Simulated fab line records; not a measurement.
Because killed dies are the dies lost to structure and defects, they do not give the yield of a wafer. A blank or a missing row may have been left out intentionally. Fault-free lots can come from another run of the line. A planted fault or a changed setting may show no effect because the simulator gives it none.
fab line records -- flow n5_finfet
record lots=7, wafers=21, last_day=20
route steps=1938 shown BEOL_M4@1111 BEOL_M10@1488 PASSIVATION@1936
lots that met no fault: from a run of the same line without faults
start_h: start of the lot's first displayed wafer, in hours after the record's first day -- wait_h: time in hours since the lot's previous step -- " identical to the entry in the row above -- L1.1+2: one row covering several wafers at once -- - no value present, or no start provided -- * or withheld: withheld -- < > ~ a bound
route shown NAME@n: NAME is a module with steps in the file, n the number in the route of the first one -- usual: average and standard deviation across the fault-free wafers -- same: alike in all rows -- chamber/n: place in a boat -- sites: each site's reading -- _std_site: standard deviation of those values -- _edge_site: outer sites' mean less inner sites' -- radius_mm: how far each site lies from the wafer's centre -- mask NAME#n: copy n -- behind: the last tool/chamber to shape the wafer -- hold: why the lot was held/for how many hours/how that ended -- device: which transistor (n, p or np) failed to switch -- end of line: the same wafers' tests at the end of the route -- a step without rows: its recipe alone -- killed: at the first sort, the dies lost to defects and structure; wafer yield is something else -- map: dies across one wafer; x = killed, . = not, _ = none there
set.NAME: setting as actually run; set.NAME@STEP: the setting as run at that earlier step -- model.NAME: the simulator's own value behind a step, which no gauge read
the route's steps for a sample of lots (tables are steps, rows are wafers)
services: when a tool's chamber went out of use (start_h, in hours from the record's first day, below 0 if earlier), for how many hours, and the reason
## steps
# step N5_BEOL_M4_RC_MEAS_101
# usual DIBL_N=36.3/1.2, DIBL_P=36.3/1.4, IOFF_N=0.160/0.02, IOFF_P=0.210/0.025, ION_N=675/9.5, ION_P=462/7, SS_N=71.5/0.53, SS_P=73.4/0.55, VT_N=249.5/2.6, VT_P=-250.1/2.9
lot.wafer,tool,chamber,start_h,wait_h,DIBL_N[mV/V],DIBL_P[mV/V],IOFF_N[nA/um],IOFF_P[nA/um],ION_N[uA/um],ION_P[uA/um],SS_N[mV/dec],SS_P[mV/dec],VT_N[mV],VT_P[mV]
L755.2,prober-02,0,220.98,0.2,35.0,36.0,0.131,0.170,653,447,71.3,72.8,253.0,-252.7
L755.5,prober-02,0,220.98,0.2,36.5,37.3,0.165,0.196,668,458,72.1,74.0,248.6,-252.3
L755.6,prober-02,0,220.98,0.2,34.5,36.1,0.131,0.177,650,446,71.4,74.1,252.1,-253.2
L757.2,prober-02,0,247.90,0.2,36.4,35.8,0.157,0.224,671,462,71.4,72.4,251.7,-247.5
L757.5,prober-02,0,247.90,0.2,34.4,34.2,0.134,0.198,666,465,70.9,72.1,250.7,-250.9
L757.6,prober-02,0,247.90,0.2,34.4,33.7,0.129,0.191,661,461,71.1,72.8,250.5,-251.9
L758.1,prober-01,0,266.57,0.0,37.4,37.5,0.188,0.264,683,474,71.3,72.9,245.9,-243.1
L758.3,prober-01,0,266.57,0.0,38.1,37.9,0.201,0.283,684,473,71.3,73.1,244.1,-245.8
L758.4,prober-01,0,266.57,0.0,38.0,37.0,0.192,0.258,691,472,71.4,73.5,246.1,-245.2
L759.1,prober-02,0,282.97,0.0,35.2,34.7,0.131,0.185,658,450,71.7,73.8,254.0,-251.0
L759.2,prober-02,0,282.97,0.0,35.2,36.1,0.147,0.210,684,468,70.9,73.9,251.6,-248.5
L759.5,prober-02,0,282.97,0.0,36.1,36.3,0.147,0.188,664,453,71.8,73.7,252.1,-253.5
L769.1,prober-01,0,344.62,0.0,36.0,36.6,0.165,0.215,682,462,71.3,73.0,247.6,-251.8
L769.4,prober-01,0,344.62,0.0,35.2,35.6,0.144,0.190,674,462,70.7,73.1,250.9,-250.1
L769.5,prober-01,0,344.62,0.0,35.2,35.0,0.141,0.183,679,466,71.6,73.3,252.5,-251.1
L771.1,prober-01,0,356.00,0.0,33.8,35.9,0.157,0.187,675,459,70.8,73.3,248.4,-252.7
L771.4,prober-01,0,356.00,0.0,35.6,36.3,0.190,0.194,668,452,71.2,73.7,248.9,-254.3
L771.6,prober-01,0,356.00,0.0,36.2,37.2,0.183,0.204,668,452,71.7,74.0,250.5,-252.4
L770.1,prober-02,0,363.29,0.0,35.3,36.4,0.154,0.208,679,472,71.6,72.7,247.8,-249.9
L770.4,prober-02,0,363.29,0.0,34.8,34.8,0.143,0.183,683,466,70.8,72.7,248.7,-250.5
L770.6,prober-02,0,363.29,0.0,34.6,35.8,0.151,0.206,691,466,71.3,72.1,250.1,-247.9
# step N5_BEOL_M10_ETCH_62
# recipe chemistry=N2/H2, target=SOC, target_depth_a=1100, overetch_a=220, mask_material=SiARC, temp_c=40, time_s=165, ion_energy_ev=200, pressure_mtorr=30, source_w=840, bias_w=150, n2_flow_sccm=200, h2_flow_sccm=200
# usual bias_w=150.0/0.44, chamber_pressure_mTorr=30.000/0.027, drypump_motor_current_A=5.52/0.22, oes_product_au=0.66/0.066, rf_vpp_V=523.5/2.7, showerhead_plenum_p_Torr=2.52/0.09, throttle_valve_pct=17.82/0.24
lot.wafer,tool,chamber,start_h,wait_h,bias_w,chamber_pressure_mTorr,drypump_motor_current_A,oes_product_au,rf_hours_counter_h,rf_vpp_V,showerhead_plenum_p_Torr,throttle_valve_pct
L755.2,rie_diel-05,2,283.28,0.0,149.6,30.007,5.91,0.60,233,524.1,2.51,17.71
L755.5,rie_diel-05,3,283.28,0.0,150.4,29.980,5.60,0.72,-,525.5,2.58,17.69
L755.6,rie_diel-05,2,283.28,0.0,149.2,29.992,5.92,0.59,-,521.3,2.51,17.70
L757.2,rie_diel-06,0,313.03,0.1,150.3,29.968,5.57,0.60,234,519.3,2.39,18.06
L757.5,rie_diel-06,0,313.03,0.1,150.4,30.043,5.55,0.60,-,520.8,2.39,18.05
L757.6,rie_diel-06,1,313.03,0.1,150.6,29.991,5.86,0.63,-,524.0,2.55,17.57
L758.1,rie_diel-05,2,316.24,0.0,149.5,30.013,5.88,0.59,246,523.7,2.50,17.72
L758.3,rie_diel-05,1,316.24,0.0,150.3,29.996,5.54,0.73,45,526.8,2.59,17.84
L758.4,rie_diel-05,1,316.24,0.0,150.1,29.978,5.54,0.73,-,527.2,2.59,17.82
L759.1,rie_diel-06,3,333.96,0.0,149.9,30.022,5.35,0.63,180,524.4,2.54,18.05
L759.2,rie_diel-06,0,333.96,0.0,149.9,29.983,5.54,0.59,242,520.2,2.39,18.06
L759.5,rie_diel-06,3,333.96,0.0,149.9,29.993,5.34,0.63,-,524.0,2.53,18.08
L769.1,rie_diel-05,0,402.60,0.1,150.3,30.050,5.12,0.59,238,526.2,2.61,18.23
L769.4,rie_diel-05,3,402.60,0.1,149.6,30.026,5.57,0.68,-,524.2,2.56,17.77
L769.5,rie_diel-05,0,402.60,0.1,150.0,29.995,5.12,0.59,-,525.3,2.61,18.23
L771.1,rie_diel-06,0,406.43,0.0,150.6,29.962,5.57,0.80,12,527.4,2.70,17.67
L771.4,rie_diel-06,3,406.43,0.0,150.1,29.969,5.31,0.62,207,523.7,2.52,18.13
L771.6,rie_diel-06,3,406.43,0.0,150.4,29.991,5.30,0.62,-,521.8,2.52,18.12
L770.1,rie_diel-05,0,418.33,0.0,150.0,29.999,5.13,0.58,245,525.4,2.60,18.23
L770.4,rie_diel-05,3,418.33,0.0,149.9,29.965,5.59,0.68,121,524.5,2.55,17.78
L770.6,rie_diel-05,0,418.33,0.0,149.7,29.983,5.14,0.59,-,524.4,2.60,18.22
# step N5_BEOL_M10_CD_MEAS_28
# recipe target_cd_nm=70, landing_energy_ev=500, detector=se_inlens, polarity=opening
# usual cd_nm=69.9/0.69
lot.wafer,tool,chamber,start_h,wait_h,cd_nm
L755.2,cd_sem-01,0,284.29,-,69.7
L755.5,cd_sem-01,0,284.29,-,70.4
L755.6,cd_sem-01,0,284.29,-,70.6
L757.2,cd_sem-03,0,314.29,-,70.7
L757.5,cd_sem-03,0,314.29,-,70.2
L757.6,cd_sem-03,0,314.29,-,71.2
L758.1,cd_sem-01,0,317.36,-,69.5
L758.3,cd_sem-01,0,317.36,-,70.0
L758.4,cd_sem-01,0,317.36,-,70.4
L759.1,cd_sem-02,0,335.89,-,69.8
L759.2,cd_sem-02,0,335.89,-,70.1
L759.5,cd_sem-02,0,335.89,-,70.4
L769.1,cd_sem-03,0,403.64,-,70.7
L769.4,cd_sem-03,0,403.64,-,70.7
L769.5,cd_sem-03,0,403.64,-,69.5
L771.1,cd_sem-02,0,409.57,-,68.5
L771.4,cd_sem-02,0,409.57,-,68.3
L771.6,cd_sem-02,0,409.57,-,69.5
L770.1,cd_sem-03,0,419.34,-,68.9
L770.4,cd_sem-03,0,419.34,-,69.3
L770.6,cd_sem-03,0,419.34,-,69.5
# step N5_BEOL_M10_ETCH_65
# recipe chemistry=CF4, target=SiARC, target_depth_a=390, mask_material=CAR-ArF, time_s=65, ion_energy_ev=80, pressure_mtorr=40, source_w=545, bias_w=36, Ar_flow_sccm=100, cf4_flow_sccm=100, ends=cleared
# usual bias_w=35.99/0.12, cf4_flow_sccm=100.0/0.3, chamber_pressure_mTorr=40.00/0.039, drypump_motor_current_A=5.51/0.21, etch_rf_on_time_s=65.5/1.1, oes_product_au=0.66/0.074, rf_vpp_V=183.9/1.2, showerhead_plenum_p_Torr=2.13/0.069, throttle_valve_pct=15.60/0.24
lot.wafer,tool,chamber,start_h,wait_h,bias_w,cf4_flow_sccm,chamber_pressure_mTorr,drypump_motor_current_A,etch_rf_on_time_s,oes_product_au,rf_hours_counter_h,rf_vpp_V,showerhead_plenum_p_Torr,throttle_valve_pct
L755.2,rie_diel-03,0,284.41,0.0,35.89,99.9,40.02,5.44,66.4,0.61,198,183.4,2.13,15.68
L755.5,rie_diel-03,0,284.41,0.0,35.85,99.9,40.04,5.43,66.0,0.60,-,183.8,2.13,15.69
L755.6,rie_diel-03,3,284.41,0.0,35.90,99.9,39.97,5.27,65.0,0.70,-,184.2,2.16,15.84
L757.2,rie_diel-03,0,314.41,0.0,-,-,-,-,-,-,-,-,-,-
L757.5,rie_diel-03,0,314.41,0.0,-,-,-,-,-,-,-,-,-,-
L757.6,rie_diel-03,1,314.41,0.0,-,-,-,-,-,-,-,-,-,-
L758.1,rie_diel-05,3,317.54,0.0,-,-,-,-,-,-,-,-,-,-
L758.3,rie_diel-05,1,317.54,0.0,-,-,-,-,-,-,-,-,-,-
L758.4,rie_diel-05,2,317.54,0.0,-,-,-,-,-,-,-,-,-,-
L759.1,rie_diel-05,0,336.01,0.0,36.09,99.7,40.01,5.13,66.2,0.61,210,184.2,2.21,16.03
L759.2,rie_diel-05,2,336.01,0.0,35.89,100.3,40.00,5.89,67.7,0.58,252,184.7,2.11,15.65
L759.5,rie_diel-05,3,336.01,0.0,35.74,99.9,39.99,5.59,64.8,0.71,-,184.0,2.17,15.53
L769.1,rie_diel-03,3,403.76,0.0,35.84,100.2,40.01,5.31,65.4,0.66,121,185.4,2.15,15.91
L769.4,rie_diel-03,1,403.76,0.0,35.74,99.9,39.98,5.44,65.6,0.68,109,183.1,2.15,15.30
L769.5,rie_diel-03,1,403.76,0.0,36.06,99.8,39.97,5.43,64.9,0.69,-,184.5,2.15,15.30
L771.1,rie_diel-03,1,409.70,0.0,35.92,100.2,40.00,5.43,64.4,0.68,110,183.7,2.15,15.29
L771.4,rie_diel-03,0,409.70,0.0,35.77,99.9,40.01,5.44,64.9,0.59,230,184.3,2.12,15.75
L771.6,rie_diel-03,2,409.70,0.0,35.86,99.9,39.95,5.59,65.4,0.59,-,182.5,1.96,15.84
L770.1,rie_diel-05,3,420.03,0.0,35.79,100.3,40.01,5.62,65.4,0.67,121,183.4,2.16,15.62
L770.4,rie_diel-05,0,420.03,0.0,36.03,100.2,40.03,5.12,65.3,0.59,246,185.6,2.19,16.09
L770.6,rie_diel-05,3,420.03,0.0,35.80,99.8,40.00,5.60,65.7,0.68,-,183.8,2.16,15.63
# step N5_BEOL_M10_ETCH_66
# recipe chemistry=N2/H2, target=SOC, target_depth_a=1200, overetch_a=240, mask_material=SiARC, temp_c=40, time_s=180, ion_energy_ev=200, pressure_mtorr=30, source_w=840, bias_w=150, n2_flow_sccm=200, h2_flow_sccm=200
# usual bias_w=150.0/0.43, chamber_pressure_mTorr=29.997/0.027, drypump_motor_current_A=5.52/0.21, oes_product_au=0.63/0.067, rf_vpp_V=523.4/2.6, showerhead_plenum_p_Torr=2.52/0.087, throttle_valve_pct=17.78/0.22
lot.wafer,tool,chamber,start_h,wait_h,bias_w,chamber_pressure_mTorr,drypump_motor_current_A,oes_product_au,rf_hours_counter_h,rf_vpp_V,showerhead_plenum_p_Torr,throttle_valve_pct
L755.2,rie_diel-03,0,284.46,0.0,149.8,30.029,5.45,0.58,198,523.0,2.53,17.80
L755.5,rie_diel-03,0,284.46,0.0,150.3,29.984,5.43,0.58,-,524.1,2.53,17.80
L755.6,rie_diel-03,3,284.46,0.0,150.2,30.032,5.29,0.67,-,524.6,2.57,18.01
L757.2,rie_diel-03,0,314.46,0.0,150.5,30.058,5.46,0.26,209,522.8,2.52,17.77
L757.5,rie_diel-03,0,314.46,0.0,151.0,29.980,5.45,0.27,-,523.3,2.52,17.77
L757.6,rie_diel-03,1,314.46,0.0,150.5,30.001,5.48,0.32,-,524.6,2.56,17.46
L758.1,rie_diel-05,3,317.59,0.0,149.7,30.041,5.59,0.32,81,524.8,2.57,17.66
L758.3,rie_diel-05,1,317.59,0.0,150.1,30.012,5.54,0.32,46,525.6,2.59,17.77
L758.4,rie_diel-05,2,317.59,0.0,150.2,30.005,5.89,0.26,-,523.9,2.50,17.67
L759.1,rie_diel-05,0,336.06,0.0,150.1,30.036,5.12,0.58,210,526.2,2.62,18.17
L759.2,rie_diel-05,2,336.06,0.0,151.2,30.025,5.91,0.56,252,521.8,2.50,17.72
L759.5,rie_diel-05,3,336.06,0.0,150.4,29.992,5.61,0.68,-,524.8,2.57,17.72
L769.1,rie_diel-03,3,403.81,0.0,149.2,29.976,5.28,0.62,121,525.7,2.55,18.09
L769.4,rie_diel-03,1,403.81,0.0,149.4,29.943,5.44,0.65,109,524.1,2.55,17.53
L769.5,rie_diel-03,1,403.81,0.0,150.2,29.972,5.45,0.65,-,523.6,2.55,17.55
L771.1,rie_diel-03,1,409.75,0.0,150.6,29.973,5.43,0.65,110,525.9,2.55,17.56
L771.4,rie_diel-03,0,409.75,0.0,149.8,29.993,5.47,0.56,230,522.5,2.51,17.85
L771.6,rie_diel-03,2,409.75,0.0,150.5,30.000,5.61,0.56,-,516.0,2.31,17.96
L770.1,rie_diel-05,3,420.08,0.0,149.4,30.018,5.60,0.64,121,523.9,2.55,17.78
L770.4,rie_diel-05,0,420.08,0.0,149.8,29.959,5.13,0.56,246,526.7,2.60,18.22
L770.6,rie_diel-05,3,420.08,0.0,149.7,29.999,5.59,0.64,-,524.1,2.55,17.76
# step N5_BEOL_M10_STRIP_36
# recipe chemistry=N2/H2, power_w=450, temp_c=40, pressure_mtorr=20, rf_frequency_hz=6e+07, overash_fraction=0.3, bias_power_w=7, h2_frac=0.5, n2_flow_sccm=200, h2_flow_sccm=200
# usual chamber_pressure_mTorr=20.00/0.041, drypump_motor_current_A=5.51/0.21, oes_product_au=0.78/0.089, rf_vpp_V=58.8/2.1, showerhead_plenum_p_Torr=2.52/0.087, throttle_valve_pct=23.58/0.22
# same overash_fraction=0.3
lot.wafer,tool,chamber,start_h,wait_h,chamber_pressure_mTorr,drypump_motor_current_A,oes_product_au,rf_hours_counter_h,rf_vpp_V,showerhead_plenum_p_Torr,throttle_valve_pct
L755.2,rie_diel-03,0,284.65,0.0,20.08,5.44,0.71,198,60.6,2.52,23.50
L755.5,rie_diel-03,0,284.65,0.0,20.01,5.46,0.70,-,59.1,2.52,23.47
L755.6,rie_diel-03,3,284.65,0.0,19.98,5.31,0.82,-,58.8,2.56,23.82
L757.2,rie_diel-03,0,314.65,0.0,19.94,5.45,0.68,209,58.8,2.52,23.46
L757.5,rie_diel-03,0,314.65,0.0,19.95,5.46,0.68,-,57.2,2.52,23.45
L757.6,rie_diel-03,1,314.65,0.0,19.99,5.48,0.81,-,57.5,2.56,23.32
L758.1,rie_diel-05,3,317.77,0.0,19.94,5.58,0.85,81,61.6,2.57,23.55
L758.3,rie_diel-05,1,317.77,0.0,19.99,5.57,0.88,46,57.3,2.58,23.85
L758.4,rie_diel-05,2,317.77,0.0,20.01,5.92,0.69,-,56.9,2.50,23.37
L759.1,rie_diel-05,0,336.25,0.0,20.02,5.14,0.70,210,56.9,2.62,23.94
L759.2,rie_diel-05,2,336.25,0.0,20.03,5.89,0.67,252,58.4,2.49,23.41
L759.5,rie_diel-05,3,336.25,0.0,19.97,5.60,0.83,-,55.5,2.57,23.56
L769.1,rie_diel-03,3,404.00,0.0,19.99,5.26,0.79,121,60.1,2.54,23.86
L769.4,rie_diel-03,1,404.00,0.0,19.91,5.44,0.79,109,58.9,2.54,23.40
L769.5,rie_diel-03,1,404.00,0.0,19.96,5.44,0.79,-,59.1,2.54,23.41
L771.1,rie_diel-03,1,409.93,0.0,19.98,5.45,0.81,110,57.3,2.54,23.42
L771.4,rie_diel-03,0,409.93,0.0,20.00,5.41,0.68,230,58.1,2.51,23.54
L771.6,rie_diel-03,2,409.93,0.0,20.06,5.60,0.69,-,59.3,2.30,23.62
L770.1,rie_diel-05,3,420.26,0.0,19.98,5.62,0.80,122,57.1,2.55,23.61
L770.4,rie_diel-05,0,420.26,0.0,19.93,5.12,0.69,246,63.0,2.60,23.97
L770.6,rie_diel-05,3,420.26,0.0,19.97,5.61,0.79,-,59.6,2.55,23.62
# step N5_PASSIVATION_PROBE_49
# usual defect_limited_yield=90.9/1.3, killed_at_M0_to_M3=36/11, killed_at_M4_up=13/5.1, killed_at_contacts=14/4.9, killed_at_front_end=41/10, killed_at_other=3.4/2.6, killed_dies=107/16, killed_on_rim=14/4, killed_open=70/11, killed_short=36/7.8, sort_bin_5_function=5.4/0.84, sort_bin_6_memory=3.4/0.67, sort_n_pass=1073/16, sort_yield_pct=90.9/1.3
# same gross_dies=1180, killed_at_back_side=0, sort_bin_4_leakage[%]=0, sort_bin_8_speed[%]=0
lot.wafer,tool,chamber,start_h,wait_h,defect_limited_yield[%],killed_at_M0_to_M3,killed_at_M4_up,killed_at_contacts,killed_at_front_end,killed_at_other,killed_dies,killed_on_rim,killed_open,killed_short,sort_bin_5_function[%],sort_bin_6_memory[%],sort_n_pass,sort_yield_pct[%]
L757.2,prober-01,-,363.81,0.1,0,23,1090,13,50,4,1180,152,63,46,96.9,3.1,0,0
L757.5,prober-01,-,363.96,0.2,0,27,1095,14,42,2,1180,152,66,32,96.8,3.0,0,0
L757.6,prober-01,-,364.01,0.3,0,23,1097,11,47,2,1180,152,59,29,96.5,3.0,0,0
L758.1,prober-02,-,369.12,0.0,0,25,1091,27,36,1,1180,152,61,30,96.2,3.3,0,0
L758.3,prober-02,-,369.22,0.1,0,27,1092,18,37,6,1180,152,69,27,96.9,2.6,0,0
L758.4,prober-02,-,369.27,0.2,0,37,1086,9,48,0,1180,152,68,36,96.4,2.8,0,0
# killed by level:class
L757.2 BEOL_M10:area_etch=1070 STI_FIN_REVEAL:geometric_particle:open=21 MOL_CONTACT_COAG:geometric_particle:open=10 BEOL_M4:geometric_particle:open=10 BEOL_M2:geometric_particle:short=7 FIN_SAQP:geometric_particle:short=6 GATE_CUT:geometric_particle:short=6 STI_FIN_REVEAL:geometric_particle:short=5
L757.5 BEOL_M10:area_etch=1082 BEOL_M3:geometric_particle:open=12 MOL_CONTACT_COAG:geometric_particle:open=10 FIN_SAQP:geometric_particle:open=8 FIN_SAQP:geometric_particle:short=8 DUMMY_GATE:geometric_particle:open=6 BEOL_M4:geometric_particle:open=6 STI_FIN_REVEAL:geometric_particle:open=4
L757.6 BEOL_M10:area_etch=1091 FIN_SAQP:geometric_particle:open=11 STI_FIN_REVEAL:geometric_particle:open=10 MOL_CONTACT_COAG:geometric_particle:open=10 BEOL_M3:geometric_particle:short=9 FIN_SAQP:geometric_particle:short=4 BEOL_M3:geometric_particle:open=4 BEOL_M1:geometric_particle:open=4
L758.1 BEOL_M10:area_etch=1088 MOL_CONTACT_COAG:geometric_particle:open=23 FIN_SAQP:geometric_particle:short=15 FIN_SAQP:geometric_particle:open=10 BEOL_M1:geometric_particle:open=9 BEOL_M0_SAQP:geometric_particle:open=5 MOL_CONTACT_COAG:geometric_particle:short=4 BEOL_M3:geometric_particle:open=4
L758.3 BEOL_M10:area_etch=1082 FIN_SAQP:geometric_particle:open=20 MOL_CONTACT_COAG:geometric_particle:open=15 FIN_SAQP:geometric_particle:short=6 BEOL_M2:geometric_particle:short=5 BEOL_M3:geometric_particle:open=4 BEOL_M0_SAQP:geometric_particle:short=4 BEOL_M0_SAQP:geometric_particle:open=4
L758.4 BEOL_M10:area_etch=1075 FIN_SAQP:geometric_particle:open=14 FIN_SAQP:geometric_particle:short=10 BEOL_M4:geometric_particle:open=8 BEOL_M0_SAQP:geometric_particle:open=8 MOL_CONTACT_COAG:geometric_particle:open=7 BEOL_M0_SAQP:geometric_particle:short=7 ILD0:geometric_particle:short=6
## services
tool,chamber,start_h,hours,kind
rie_diel-06,2,285.04,20.5,repair
rie_diel-03,1,290.99,9.8,repair
rie_diel-05,0,297.70,19.9,repair
rie_diel-06,0,300.01,1.3,repair
rie_diel-06,3,303.75,16.3,repair
rie_diel-06,2,311.68,4.3,repair
rie_diel-06,-,315.30,0.9,repair
rie_diel-05,1,340.08,4.4,repair
rie_diel-05,2,342.03,3.2,repair
rie_diel-06,0,358.73,-,clean
rie_diel-06,0,358.73,-,consumable_replace:focus_ring
rie_diel-06,0,358.73,-,consumable_replace:showerhead
rie_diel-06,0,358.73,18.1,scheduled_down
rie_diel-06,0,358.73,18.1,vent_cycle
rie_diel-03,1,369.64,16.3,repair
rie_diel-06,2,376.91,-,clean
rie_diel-06,2,376.91,-,consumable_replace:focus_ring
rie_diel-06,2,376.91,14.1,scheduled_down
rie_diel-06,2,376.91,14.1,vent_cycle
rie_diel-05,1,387.25,21.5,repair
rie_diel-06,3,398.74,2.8,repair
rie_diel-03,3,417.16,6.7,repair
## key
first_sign step=N5_BEOL_M10_ETCH_65, reading=tool_record, direction=missing
effect step=N5_BEOL_M10_ETCH_66, reading=oes_product_au, direction=down, sigmas=5.1, usual=0.63, struck=0.29
effect step=N5_PASSIVATION_PROBE_49, reading=killed_at_M4_up, direction=up, sigmas=99+, usual=13, struck=1092
more_kills_born_at N5_BEOL_M10_ETCH_65@rie_diel-05=3245, N5_BEOL_M10_ETCH_65@rie_diel-03=3243
met_at N5_BEOL_M10_ETCH_65
struck_lots L757,L758
later_rows_left_out L757.2,L757.5,L757.6,L758.1,L758.3,L758.4
not_acting_at N5_BEOL_M10_ETCH_62,N5_BEOL_M10_CD_MEAS_28,N5_BEOL_M10_STRIP_36
onset_between 284.41 314.41
fault kind=skipped_step_whole, tool=rie_diel-03,rie_diel-05, chamber=-, onset_h=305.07, steps=N5_BEOL_M10_ETCH_65, scope=struck_lots_only
# later_rows_left_out: the simulator's readings of these wafers behind a module that went badly wrong aren't trusted and aren't shown, but for the sort
